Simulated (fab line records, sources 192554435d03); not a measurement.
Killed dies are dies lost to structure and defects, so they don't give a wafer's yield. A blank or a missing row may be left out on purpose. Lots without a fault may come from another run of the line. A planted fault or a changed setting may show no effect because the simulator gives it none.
fab line records | flow n5_finfet
record lots=7 wafers=39
route steps=1938 shown BEOL_M8@1344 BEOL_M9@1401 BEOL_M11@1539
start_h: hours from the record's first day to the start of the lot's first wafer shown | wait_h: hours since the lot's step before | " the same as in the row above | L1.1+2: a row that stands for several wafers | - no value, or no start given | * or withheld: withheld | < > ~ a bound
route shown NAME@n: a module of which the file shows steps, and the number in the route of the first | usual: mean/standard deviation of fault-free wafers | same: alike in all rows | chamber/n: place in a boat | sites: the reading at each site | _std_site: their standard deviation | _edge_site: outer sites' mean less inner sites' | radius_mm: how far each site lies from the wafer's centre | mask NAME#n: copy n | behind: the tool/chamber that last shaped the wafer | hold: why the lot was held/for how many hours/how that ended | device: the transistor (n, p or np) that didn't switch | end of line: the same wafers' tests at the end of the route | a step without rows: its recipe alone | killed: dies lost to structure and defects at the first sort, not the wafer's yield | map: a wafer's dies, x killed, . not, _ none there
set.NAME: the setting as run; set.NAME@STEP: as run at that earlier step | model.NAME: the simulator's own value behind a step, which no gauge read
lots whose settings were changed on purpose; a table a step, a row a wafer
## steps
# step N5_BEOL_M8_DEVELOP_10
# recipe develop_time_s=30 developer=TMAH resist=CAR-ArF rinse_liquid=diw dry=air_spin dev_temp_c=23
# columns lot.wafer tool chamber start_h wait_h set.develop_time_s
L075.1+2+3+4+5+6 litho_track-03 0 - - 30
L076.1+3+6 litho_track-05 0 - - 39.55
L076.2+4+5 " 0 " " 30
L083.1+2+5 litho_track-05 0 - - 20.73
L083.3+4+6 " 0 " " 30
L088.1+2+5 litho_track-01 0 - - 30
L088.3+4+6 " 0 " " 38.28
L090.1+4+6 litho_track-03 0 - - 16.91
L090.2+3+5 " 0 " " 30
L094.1+5+6 litho_track-01 0 - - 30
L097.1+2+3+4+5+6 litho_track-01 0 - - 30
# step N5_BEOL_M8_CD_MEAS_11
# recipe target_cd_nm=38.5 landing_energy_ev=500 detector=se_inlens polarity=opening
# usual cd_nm=38.7/0.45
# columns lot.wafer tool chamber start_h wait_h set.develop_time_s@BEOL_M8_DEVELOP_10 cd_nm
L075.1 cd_sem-01 0 218.45 - 30 39.3
L075.2 " 0 " " 30 39.3
L075.3 " 0 " " 30 39.5
L075.4 " 0 " " 30 38.6
L075.5 " 0 " " 30 38.7
L075.6 " 0 " " 30 38.6
L076.1 cd_sem-01 0 226.38 - 39.55 40.0
L076.2 " 0 " " 30 39.4
L076.3 " 0 " " 39.55 39.8
L076.4 " 0 " " 30 39.4
L076.5 " 0 " " 30 38.8
L076.6 " 0 " " 39.55 39.7
L083.1 cd_sem-01 0 260.71 - 20.73 36.5
L083.2 " 0 " " 20.73 36.9
L083.3 " 0 " " 30 37.9
L083.4 " 0 " " 30 38.7
L083.5 " 0 " " 20.73 37.0
L083.6 " 0 " " 30 38.4
L088.1 cd_sem-02 0 285.79 - 30 38.5
L088.2 " 0 " " 30 38.3
L088.3 " 0 " " 38.28 39.5
L088.4 " 0 " " 38.28 39.3
L088.5 " 0 " " 30 38.3
L088.6 " 0 " " 38.28 40.1
L090.1 cd_sem-02 0 302.44 - 16.91 36.9
L090.2 " 0 " " 30 38.7
L090.3 " 0 " " 30 38.6
L090.4 " 0 " " 16.91 36.7
L090.5 " 0 " " 30 39.6
L090.6 " 0 " " 16.91 37.0
L094.1 cd_sem-03 0 318.68 - 30 39.0
L094.5 " 0 " " 30 39.0
L094.6 " 0 " " 30 39.3
L097.1 cd_sem-02 0 338.75 - 30 38.3
L097.2 " 0 " " 30 38.4
L097.3 " 0 " " 30 37.7
L097.4 " 0 " " 30 37.7
L097.5 " 0 " " 30 37.8
L097.6 " 0 " " 30 37.6
# step N5_BEOL_M8_DESCUM_16
# recipe chemistry=O2 time_s=7.9 source_power_w=50 bias_power_w=20 pressure_mtorr=20 rf_frequency_hz=2.712e+07 temp_c=40 resist=CAR-ArF o2_flow_sccm=225
# step N5_BEOL_M8_ETCH_61
# recipe chemistry=CF4 target=SiARC target_depth_a=455 mask_material=CAR-ArF time_s=75.8 ion_energy_ev=80 pressure_mtorr=40 source_w=545 bias_w=36 Ar_flow_sccm=100 cf4_flow_sccm=100 ends=cleared
# columns lot.wafer tool chamber start_h wait_h set.develop_time_s@BEOL_M8_DEVELOP_10 model.BEOL_M8.cd_offset_nm
L075.1 rie_diel-03 1 218.92 0.0 30 0.8
L075.2+6 " 0 " " 30 0.6
L075.3+4 " 2 " " 30 0.4
L075.5 " 1 " " 30 0.2
L076.1+3+6 rie_diel-01 3,0,1 226.86 0.0 39.55 1.4
L076.2 " 1 " " 30 0.8
L076.4 " 2 " " 30 0.6
L076.5 " 2 " " 30 0
L083.1 rie_diel-03 2 260.83 0.0 20.73 -1.6
L083.2+5 " 3,0 " " 20.73 -1.4
L083.3 " 0 " " 30 -0.2
L083.4+6 " 1 " " 30 0
L088.1 rie_diel-04 0 285.91 0.0 30 -0.2
L088.2 " 1 " " 30 0
L088.3+4 " 2,3 " " 38.28 1
L088.5 " 2 " " 30 0.2
L088.6 " 1 " " 38.28 1.4
L090.1+6 rie_diel-04 3,2 302.89 0.0 16.91 -1.2
L090.2 " 1 " " 30 0.6
L090.3 " 2 " " 30 0.4
L090.4 " 0 " " 16.91 -1.6
L090.5 " 3 " " 30 1
L094.1+5 rie_diel-01 0 318.81 0.0 30 0.4
L094.6 " 1 " " 30 0.8
L097.1+3+6 rie_diel-03 0,3,0 339.02 0.0 30 -0.4
L097.2 " 1 " " 30 0
L097.4+5 " 1,3 " " 30 -0.6
# step N5_BEOL_M8_ETCH_62
# recipe chemistry=N2/H2 target=SOC target_depth_a=1100 overetch_a=220 mask_material=SiARC temp_c=40 time_s=165 ion_energy_ev=200 pressure_mtorr=30 source_w=840 bias_w=150 n2_flow_sccm=200 h2_flow_sccm=200
# columns lot.wafer tool chamber start_h wait_h set.develop_time_s@BEOL_M8_DEVELOP_10 model.BEOL_M8.cd_offset_nm
L075.1+6 rie_diel-03 1,0 218.98 0.0 30 0.8
L075.2+4 " 0,2 " " 30 0.6
L075.3+5 " 2,1 " " 30 0.4
L076.1+3+6 rie_diel-01 3,0,1 226.92 0.0 39.55 1.4
L076.2 " 1 " " 30 0.6
L076.4 " 2 " " 30 0.8
L076.5 " 2 " " 30 0
L083.1 rie_diel-03 2 260.89 0.0 20.73 -1.6
L083.2 " 3 " " 20.73 -1
L083.3+4+6 " 0,1,1 " " 30 -0.2
L083.5 " 0 " " 20.73 -1.4
L088.1 rie_diel-04 0 285.97 0.0 30 -0.6
L088.2 " 1 " " 30 -0.2
L088.3+6 " 2,1 " " 38.28 1
L088.4 " 3 " " 38.28 0.8
L088.5 " 2 " " 30 0.2
L090.1+6 rie_diel-04 3,2 302.94 0.0 16.91 -1.2
L090.2 " 1 " " 30 1
L090.3 " 2 " " 30 0.4
L090.4 " 0 " " 16.91 -1.8
L090.5 " 3 " " 30 1.2
L094.1 rie_diel-01 0 318.86 0.0 30 0.4
L094.5 " 0 " " 30 0.2
L094.6 " 1 " " 30 0.6
L097.1+6 rie_diel-03 0 339.07 0.0 30 -0.6
L097.2+3+5 " 1,3,3 " " 30 -0.4
L097.4 " 1 " " 30 -1
# step N5_BEOL_M8_STRIP_68
# recipe chemistry=N2/H2 temp_c=40 n2_flow_sccm=200 h2_flow_sccm=200 rf_frequency_hz=6e+07
# step N5_BEOL_M8_STRIP_67
# recipe chemistry=CF4 resist=SiARC power_w=300 bias_power_w=75 pressure_mtorr=50 cf4_flow_sccm=150 rf_frequency_hz=6e+07
# step N5_BEOL_M8_HM_OPEN_17
# recipe chemistry=Cl2/BCl3 target_depth_a=200 overetch_a=60 target=TiN mask_material=SOC ion_energy_ev=150 pressure_mtorr=10 icp_w=1000 bias_w=126 Cl2_flow_sccm=53.25 bcl3_flow_sccm=21.75 Ar_flow_sccm=25
# step N5_BEOL_M8_STRIP_19
# recipe chemistry=O2 power_w=400 temp_c=40 pressure_mtorr=30 rf_frequency_hz=6e+07 bias_power_w=0 overash_fraction=0.2 o2_flow_sccm=225
# step N5_BEOL_M8_CD_MEAS_18
# recipe pitch_nm=80 target_cd_nm=40
# usual cd_nm=40.2/0.53
# columns lot.wafer tool chamber start_h wait_h set.develop_time_s@BEOL_M8_DEVELOP_10 cd_nm
L075.1 cd_sem-01 - 219.36 0.1 30 40.8
L075.2 " - " " 30 40.8
L075.3 " - " " 30 40.5
L075.4 " - " " 30 40.3
L075.5 " - " " 30 40.5
L075.6 " - " " 30 40.8
L076.1 cd_sem-02 - 227.29 0.0 39.55 41.2
L076.2 " - " " 30 40.8
L076.3 " - " " 39.55 41.4
L076.4 " - " " 30 40.5
L076.5 " - " " 30 39.9
L076.6 " - " " 39.55 41.1
L083.1 cd_sem-02 - 261.26 0.0 20.73 38.2
L083.2 " - " " 20.73 39.1
L083.3 " - " " 30 40.1
L083.4 " - " " 30 39.6
L083.5 " - " " 20.73 38.3
L083.6 " - " " 30 39.5
L088.1 cd_sem-02 - 286.34 0.0 30 39.6
L088.2 " - " " 30 40.1
L088.3 " - " " 38.28 41.3
L088.4 " - " " 38.28 40.7
L088.5 " - " " 30 40.0
L088.6 " - " " 38.28 40.9
L090.1 cd_sem-02 - 303.40 0.0 16.91 38.7
L090.2 " - " " 30 41.0
L090.3 " - " " 30 40.5
L090.4 " - " " 16.91 38.4
L090.5 " - " " 30 40.9
L090.6 " - " " 16.91 38.9
L094.1 cd_sem-01 - 319.24 0.1 30 40.3
L094.5 " - " " 30 40.3
L094.6 " - " " 30 40.6
L097.1 cd_sem-02 - 339.48 0.0 30 39.4
L097.2 " - " " 30 39.9
L097.3 " - " " 30 40.0
L097.4 " - " " 30 39.4
L097.5 " - " " 30 39.9
L097.6 " - " " 30 39.4
# step N5_BEOL_M8_COAT_63
# recipe resist=SOC temp_c=250 time_s=60 spin_rpm=1500 resist_thk_nm=60
# step N5_BEOL_M8_COAT_64
# recipe resist=SiARC temp_c=220 time_s=60 spin_rpm=1500 resist_thk_nm=12
# step N5_BEOL_M8_PRECLEAN_42
# recipe chemistry=residue_remover time_s=60 temp_c=40
# step N5_BEOL_M8_SRD_43
# recipe time_s=30 temp_c=23 rinse_liquid=diw dry=ipa_marangoni
# step N5_BEOL_M8_CD_MEAS_35
# recipe target_cd_nm=40 polarity=opening
# usual cd_nm=40.1/0.55
# columns lot.wafer tool chamber start_h wait_h set.develop_time_s@BEOL_M8_DEVELOP_10 cd_nm
L075.1 cd_sem-01 - 221.58 0.0 30 40.9
L075.2 " - " " 30 40.6
L075.3 " - " " 30 40.7
L075.4 " - " " 30 40.1
L075.5 " - " " 30 40.1
L075.6 " - " " 30 40.6
L076.1 cd_sem-03 - 229.69 0.0 39.55 41.2
L076.2 " - " " 30 40.7
L076.3 " - " " 39.55 41.4
L076.4 " - " " 30 40.3
L076.5 " - " " 30 39.9
L076.6 " - " " 39.55 41.6
L083.1 cd_sem-01 - 262.36 0.0 20.73 38.8
L083.2 " - " " 20.73 39.1
L083.3 " - " " 30 40.3
L083.4 " - " " 30 40.2
L083.5 " - " " 20.73 38.7
L083.6 " - " " 30 39.6
L088.1 cd_sem-01 - 287.44 0.0 30 39.4
L088.2 " - " " 30 39.6
L088.3 " - " " 38.28 40.8
L088.4 " - " " 38.28 41.1
L088.5 " - " " 30 40.5
L088.6 " - " " 38.28 41.1
L090.1 cd_sem-03 - 305.81 0.0 16.91 39.1
L090.2 " - " " 30 40.8
L090.3 " - " " 30 40.0
L090.4 " - " " 16.91 38.5
L090.5 " - " " 30 41.3
L090.6 " - " " 16.91 39.3
L094.1 cd_sem-03 - 322.31 0.0 30 40.4
L094.5 " - " " 30 40.3
L094.6 " - " " 30 40.4
L097.1 cd_sem-02 - 343.50 0.0 30 39.5
L097.2 " - " " 30 39.3
L097.3 " - " " 30 39.7
L097.4 " - " " 30 39.0
L097.5 " - " " 30 39.5
L097.6 " - " " 30 39.1
# step N5_BEOL_M9_ILD_DEP_00
# recipe material=SiCOH_lowk target_thk_a=3085.1 temp_c=300 precursor=DEMS/porogen pressure_torr=5 rf_w=500 time_s=58
# columns lot.wafer tool chamber start_h wait_h set.time_s model.SiCOH_lowk_of_BEOL_M9_ILD_DEP_00.thk_nm
L075.1 pecvd-02 2 225.39 0.0 58 298.8
L075.2 " 1 " " 58 302.8
L075.3 " 0 " " 58 304.2
L075.4 " 1 " " 58 311
L075.5 " 0 " " 58 307.2
L075.6 " 2 " " 58 308.8
L076.1 pecvd-01 2 233.36 0.0 89 469.2
L076.2 " 1 " " 58 308
L076.3 " 0 " " 58 307.2
L076.4 " 0 " " 89 481.6
L076.5 " 2 " " 89 473.8
L076.6 " 1 " " 58 308.2
L083.1 pecvd-02 2 266.38 0.0 44.67 240.2
L083.2 " 1 " " 58 307.6
L083.3 " 0 " " 58 307.4
L083.4 " 1 " " 44.67 242.8
L083.5 " 0 " " 58 309.4
L083.6 " 2 " " 44.67 239.8
L088.1 pecvd-03 0 290.25 0.0 58 304.4
L088.2 " 2 " " 23.37 123.6
L088.3 " 1 " " 58 304.2
L088.4 " 0 " " 58 309
L088.5 " 1 " " 23.37 123
L088.6 " 2 " " 23.37 127
L090.1 pecvd-02 1 310.21 0.0 58 300.8
L090.2 " 0 " " 58 306.2
L090.3 " 1 " " 58 307.8
L090.4 " 0 " " 58 309.4
L090.5 " 1 " " 58 305
L090.6 " 0 " " 58 304
L094.1 pecvd-02 0 324.86 0.0 58 302.4
L094.5 " 1 " " 58 309.8
L094.6 " 2 " " 58 309
L097.1 pecvd-03 0 345.76 0.0 58 303
L097.2 " 2 " " 74.67 391.2
L097.3 " 1 " " 74.67 387.2
L097.4 " 2 " " 58 309.8
L097.5 " 0 " " 74.67 394.2
L097.6 " 1 " " 58 306.2
# step N5_BEOL_M9_CURE_71
# recipe temp_c=385 time_s=240 ambient=He/Ar material=SiCOH_lowk
# columns lot.wafer tool chamber start_h wait_h set.time_s@BEOL_M9_ILD_DEP_00 model.SiCOH_lowk_of_BEOL_M9_ILD_DEP_00.thk_nm
L075.1 uv_cure-01 2 225.47 0.0 58 259.4
L075.2 " 2 " " 58 263
L075.3 " 2 " " 58 264.2
L075.4 " 2 " " 58 270.2
L075.5 " 2 " " 58 266.8
L075.6 " 2 " " 58 268.4
L076.1 uv_cure-02 2 233.43 0.0 89 411.2
L076.2 " 2 " " 58 267.4
L076.3 " 2 " " 58 267
L076.4 " 2 " " 89 422.4
L076.5 " 2 " " 89 415.4
L076.6 " 2 " " 58 267.6
L083.1 uv_cure-03 2 266.46 0.0 44.67 207.8
L083.2 " 2 " " 58 267.2
L083.3 " 2 " " 58 267
L083.4 " 2 " " 44.67 210.2
L083.5 " 2 " " 58 268.8
L083.6 " 2 " " 44.67 207.6
L088.1 uv_cure-01 2 290.32 0.0 58 264.4
L088.2 " 2 " " 23.37 106.2
L088.3 " 2 " " 58 264.2
L088.4 " 2 " " 58 268.4
L088.5 " 2 " " 23.37 105.6
L088.6 " 2 " " 23.37 109.2
L090.1 uv_cure-02 0 310.32 0.1 58 261.2
L090.2 " 0 " " 58 266
L090.3 " 0 " " 58 267.4
L090.4 " 0 " " 58 268.8
L090.5 " 0 " " 58 265
L090.6 " 0 " " 58 264
L094.1 uv_cure-03 2 324.94 0.0 58 262.6
L094.5 " 2 " " 58 269.2
L094.6 " 2 " " 58 268.4
L097.1 uv_cure-03 1 345.84 0.0 58 263.2
L097.2 " 1 " " 74.67 341.4
L097.3 " 1 " " 74.67 337.8
L097.4 " 1 " " 58 269.2
L097.5 " 1 " " 74.67 344.2
L097.6 " 1 " " 58 266
# step N5_BEOL_M9_THK_MEAS_01
# recipe reads=SiCOH_lowk_of_BEOL_M9_ILD_DEP_00
# usual M9_ILD_THK=267.1/3
# columns lot.wafer tool chamber start_h wait_h set.time_s@BEOL_M9_ILD_DEP_00 M9_ILD_THK[nm]
L075.1 film_metro-02 - 225.98 0.4 58 259.4
L075.2 " - " " 58 263.0
L075.3 " - " " 58 264.3
L075.4 " - " " 58 270.3
L075.5 " - " " 58 267.1
L075.6 " - " " 58 268.5
L076.1 film_metro-01 - 233.95 0.4 89 410.8
L076.2 " - " " 58 267.3
L076.3 " - " " 58 266.8
L076.4 " - " " 89 422.2
L076.5 " - " " 89 415.7
L076.6 " - " " 58 268.0
L083.1 film_metro-02 - 266.97 0.4 44.67 207.8
L083.2 " - " " 58 267.3
L083.3 " - " " 58 267.0
L083.4 " - " " 44.67 210.1
L083.5 " - " " 58 269.0
L083.6 " - " " 44.67 207.6
L088.1 film_metro-01 - 290.84 0.4 58 264.5
L088.2 " - " " 23.37 106.3
L088.3 " - " " 58 264.0
L088.4 " - " " 58 268.3
L088.5 " - " " 23.37 105.6
L088.6 " - " " 23.37 109.3
L090.1 film_metro-02 - 310.83 0.4 58 261.3
L090.2 " - " " 58 266.0
L090.3 " - " " 58 267.5
L090.4 " - " " 58 268.9
L090.5 " - " " 58 265.0
L090.6 " - " " 58 264.2
L094.1 film_metro-01 - 325.45 0.4 58 262.7
L094.5 " - " " 58 269.2
L094.6 " - " " 58 268.5
L097.1 film_metro-01 - 346.35 0.4 58 263.1
L097.2 " - " " 74.67 341.8
L097.3 " - " " 74.67 337.8
L097.4 " - " " 58 269.3
L097.5 " - " " 74.67 344.1
L097.6 " - " " 58 266.1
# step N5_BEOL_M11_PECVD_70
# recipe material=SiO2 target_thk_a=200 temp_c=400 precursor=TEOS/O2 pressure_torr=5.5 rf_w=450 teos_flow_sccm=53.8 gas=O2 flow_sccm=3000 time_s=22.7
# columns lot.wafer tool chamber start_h wait_h set.time_s model.SiO2_of_BEOL_M11_PECVD_70.thk_nm
L075.1 pecvd-04 1 245.62 0.0 12.04 10.4
L075.2+3 " 2,0 " " 22.7 19.8
L075.4 " 2 " " 22.7 20.2
L075.5 " 1 " " 12.04 10.8
L075.6 " 0 " " 12.04 11
L076.1+2 pecvd-02 2,0 254.28 0.0 22.7 19.6
L076.3 " 1 " " 22.7 19.8
L076.4+5+6 " 2,1,0 " " 22.7 20
L083.1+3 pecvd-02 2,0 284.26 0.0 22.7 19.8
L083.2 " 1 " " 13.55 11.6
L083.4 " 2 " " 13.55 11.8
L083.5 " 1 " " 22.7 20
L083.6 " 0 " " 13.55 12.2
L088.1+3 pecvd-02 0,2 312.96 0.0 36.02 31
L088.2 " 1 " " 22.7 19.8
L088.4 " 2 " " 22.7 20.2
L088.5 " 1 " " 22.7 20
L088.6 " 0 " " 36.02 31.6
L090.1 pecvd-02 2 330.96 0.0 30.53 26.2
L090.2 " 0 " " 22.7 20
L090.3 " 1 " " 30.53 25.6
L090.4 " 0 " " 30.53 26.6
L090.5 " 1 " " 22.7 19.6
L090.6 " 2 " " 22.7 20.2
L094.1+6 pecvd-04 1,0 344.93 0.0 22.7 19.6
L094.5 " 1 " " 22.7 19.8
L097.1+2 pecvd-04 2,1 365.77 0.0 22.7 19.8
L097.3+4+5 " 1,2,1 " " 22.7 20.2
L097.6 " 2 " " 22.7 20
# step N5_BEOL_M11_HM_DEP_02
# recipe material=TiN target_thk_a=200 temp_c=25 chamber_pressure_pa=0.49996
# step N5_BEOL_M11_COAT_59
# recipe resist=SOC temp_c=250 time_s=60 spin_rpm=1500 resist_thk_nm=100
# step N5_BEOL_M11_ECD_50
# recipe material=Cu target_thk_a=3180
# step N5_BEOL_M11_ANNEAL_51
# recipe temp_c=225 time_s=90 ambient=N2
# step N5_BEOL_M11_CMP_52
# recipe stop_on=SiCOH_lowk t_overpolish_s=7 down_force_psi=1 platen_rpm=50 clearing_platen_down_force_psi=1.5 clearing_platen_rpm=50 post_cmp_clean=cu_alkaline target_thk_nm=140 clearing_platen_pad_velocity_m_s=0.99484 pad_velocity_m_s=0.99484
# usual barrier_field_endpoint_s=28.8/0.74
# columns lot.wafer tool chamber start_h wait_h set.time_s@BEOL_M11_PECVD_70 barrier_field_endpoint_s
L075.3 cmp-01 1 252.20 0.2 22.7 28.9
L075.2 " 2 " " 22.7 28.4
L075.1 " 3 " " 12.04 17.1
L075.4 " 0 " " 22.7 29.0
L075.5 " 1 " " 12.04 17.5
L075.6 " 2 " " 12.04 17.6
L076.1 cmp-04 1 260.86 0.3 22.7 30.2
L076.4 " 2 " " 22.7 29.6
L076.3 " 3 " " 22.7 29.0
L076.2 " 0 " " 22.7 29.1
L076.6 " 1 " " 22.7 30.0
L076.5 " 2 " " 22.7 29.7
L083.3 cmp-03 0 291.53 0.2 22.7 28.2
L083.4 " 1 " " 13.55 18.6
L083.2 " 2 " " 13.55 18.5
L083.1 " 3 " " 22.7 28.8
L083.6 " 0 " " 13.55 19.1
L083.5 " 1 " " 22.7 28.6
L088.1 cmp-03 1 321.96 0.3 36.02 40.5
L088.3 " 2 " " 36.02 40.9
L088.4 " 3 " " 22.7 28.5
L088.2 " 0 " " 22.7 28.3
L088.5 " 1 " " 22.7 27.9
L088.6 " 2 " " 36.02 41.5
L090.2 cmp-01 2 336.67 0.2 22.7 29.6
L090.1 " 3 " " 30.53 36.5
L090.3 " 0 " " 30.53 35.6
L090.4 " 1 " " 30.53 37.2
L090.5 " 2 " " 22.7 28.1
L090.6 " 3 " " 22.7 29.0
L094.1 cmp-01 0 353.16 0.4 22.7 27.8
L094.5 " 1 " " 22.7 28.9
L094.6 " 2 " " 22.7 28.0
L097.3 cmp-04 3 371.90 0.2 22.7 28.4
L097.2 " 0 " " 22.7 27.7
L097.1 " 1 " " 22.7 28.4
L097.4 " 2 " " 22.7 28.2
L097.5 " 3 " " 22.7 28.5
L097.6 " 0 " " 22.7 28.1
## key
split step=N5_BEOL_M8_DEVELOP_10 setting=develop_time_s stated=30 by=wafer
response step=N5_BEOL_M8_CD_MEAS_11 reading=cd_nm change=+0.0421 per=1% r=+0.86
response step=N5_BEOL_M8_ETCH_61 reading=model.BEOL_M8.cd_offset_nm change=+0.0413 per=1% r=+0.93
response step=N5_BEOL_M8_ETCH_62 reading=model.BEOL_M8.cd_offset_nm change=+0.0421 per=1% r=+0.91
response step=N5_BEOL_M8_CD_MEAS_18 reading=cd_nm change=+0.0398 per=1% r=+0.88
response step=N5_BEOL_M8_CD_MEAS_35 reading=cd_nm change=+0.0391 per=1% r=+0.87
split step=N5_BEOL_M9_ILD_DEP_00 setting=time_s stated=58 by=wafer
response step=N5_BEOL_M9_ILD_DEP_00 reading=model.SiCOH_lowk_of_BEOL_M9_ILD_DEP_00.thk_nm change=+3.05 per=1% r=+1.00
response step=N5_BEOL_M9_CURE_71 reading=model.SiCOH_lowk_of_BEOL_M9_ILD_DEP_00.thk_nm change=+2.69 per=1% r=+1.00
response step=N5_BEOL_M9_THK_MEAS_01 reading=M9_ILD_THK change=+2.69 per=1% r=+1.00
split step=N5_BEOL_M11_PECVD_70 setting=time_s stated=22.7 by=wafer
response step=N5_BEOL_M11_PECVD_70 reading=model.SiO2_of_BEOL_M11_PECVD_70.thk_nm change=+0.192 per=1% r=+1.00
response step=N5_BEOL_M11_CMP_52 reading=barrier_field_endpoint_s change=+0.228 per=1% r=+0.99
